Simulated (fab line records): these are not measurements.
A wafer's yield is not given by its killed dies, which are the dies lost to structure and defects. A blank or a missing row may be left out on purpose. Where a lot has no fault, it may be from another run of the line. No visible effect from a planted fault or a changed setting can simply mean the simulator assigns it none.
Matching of chambers -- flow n5Finfet -- N5_BEOL_M8_STRIP_67 on rieDiel-06 has 4 sister chambers
The step strips in CF4. 27 wafers are shown with their chamber, then 12 later ones without.

== WAFERS WITH THEIR CHAMBER ==
wafer,chamber,drypumpMotorCurrentA (A),throttleValvePct (%),oesProductAu (a.u.)
L081.1,2,4.6,13.77,0.79
L081.2,0,5.4,13.38,0.81
L081.3,1,5.3,13.72,0.70
L081.4,1,5.3,13.72,0.70
L081.5,0,5.5,13.35,0.82
L081.6,2,4.6,13.75,0.80
L082.1,2,4.6,13.78,0.80
L082.3,1,5.3,13.70,0.70
L082.5,0,5.4,13.39,0.81
L084.1,2,4.6,13.78,0.80
L084.2,1,5.3,13.75,0.69
L084.3,3,5.6,13.25,0.96
L084.4,0,5.5,13.37,0.81
L084.5,3,5.6,13.29,0.96
L084.6,2,4.6,13.76,0.79
L085.1,2,4.6,13.78,0.79
L085.3,1,5.3,13.73,0.69
L085.6,1,5.3,13.73,0.69
L087.1,3,5.6,13.35,0.89
L087.2,0,5.5,13.45,0.79
L087.5,1,5.3,13.21,0.97
L086.1,0,5.5,13.44,0.79
L086.5,1,5.3,13.20,0.97
L086.6,2,4.6,13.85,0.76
L093.3,1,5.3,13.20,0.96
L093.4,0,5.5,13.45,0.79
L093.6,1,5.3,13.20,0.95

SIGNATURES, as means of the wafers listed above
reading,chamber 0,chamber 1,chamber 2,chamber 3,scatter within a chamber
drypumpMotorCurrentA,5.471,5.300,4.600,5.600,0.0249
throttleValvePct,13.4043,13.5160,13.7814,13.2967,0.172
oesProductAu,0.8029,0.8020,0.7900,0.9367,0.0879
Rule: a wafer lies at a distance from a chamber equal to the root of the sum of squares, over the readings, of (its reading less the chamber's mean, divided by the reading's scatter). The wafer belongs to the nearest chamber; if the next one is less than 2 further off, it can't be placed. The scatter is the square root of a quotient: the sum, over the shown wafers, of each reading's squared deviation from its chamber's mean, divided by wafers minus chambers.

== WAFERS MISSING THEIR CHAMBER ==
wafer,drypumpMotorCurrentA (A),throttleValvePct (%),oesProductAu (a.u.)
L091.3,5.6,13.34,0.88
L091.5,5.3,13.23,0.95
L091.6,5.5,13.49,0.78
L090.2,4.6,13.88,0.77
L090.4,5.3,13.21,0.94
L090.5,5.6,13.36,0.88
L097.4,5.5,13.47,0.78
L097.5,5.3,13.23,0.93
L097.6,4.6,13.87,0.77
L092.1,5.5,13.48,0.78
L092.3,4.6,13.88,0.75
L092.5,5.3,13.22,0.94

== CHAMBER TAKEN BY EACH ==
wafer,from the rows above,in truth
L091.3,3,3
L091.5,1,1
L091.6,0,0
L090.2,2,2
L090.4,1,1
L090.5,3,3
L097.4,0,0
L097.5,1,1
L097.6,2,2
L092.1,0,0
L092.3,2,2
L092.5,1,1
Correctly placed: 12 of 12. Number that these rows cannot place: 0. Number placed wrongly: 0.
